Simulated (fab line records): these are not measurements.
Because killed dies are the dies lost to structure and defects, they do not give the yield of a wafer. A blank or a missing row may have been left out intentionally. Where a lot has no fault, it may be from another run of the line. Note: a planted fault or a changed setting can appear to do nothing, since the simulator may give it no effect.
Chamber matching | flow n5-finfet | 3 sister chambers for N5_BEOL_M2_PECVD_72 on pecvd-01
The step deposits SiO2 from TEOS/O2, target thk 16 nm, time 18 s. 3 wafers are shown with their chamber, then 8 later ones without.

EACH WAFER AND ITS CHAMBER
wafer  | chamber | throttle-valve-pct (%)
L182.2 | 1       | 24.8
L182.4 | 2       | 20.4
L182.6 | 0       | 22.2

WAFERS WHOSE CHAMBER IS MISSING
wafer  | throttle-valve-pct (%)
L184.2 | 20.8
L184.3 | 22.4
L184.5 | 20.4
L185.2 | 24.6
L185.4 | 20.2
L187.2 | 20.4
L187.3 | 20.4
L187.6 | 20.5

CHAMBER TAKEN BY EACH
wafer  | from the rows above | in truth
L184.2 | 2                   | 2
L184.3 | 0                   | 0
L184.5 | 2                   | 2
L185.2 | 1                   | 1
L185.4 | 2                   | 2
L187.2 | 2                   | 2
L187.3 | 2                   | 2
L187.6 | 2                   | 2
8 of 8 placed correctly. Can't be placed from these rows: 0. Placed wrongly: 0.
How it was worked out, from the rows above alone: a wafer's distance from a chamber is the root of the sum, over the readings, of the square of ((its reading less the chamber's mean) divided by the reading's scatter). If the next closest chamber is less than 2 further off than the closest, the wafer can't be placed; otherwise it belongs to the closest. A chamber's mean is the mean of its shown wafers. The scatter: root of mean squared gap, hidden wafer to nearest shown wafer, with one shown wafer a chamber.
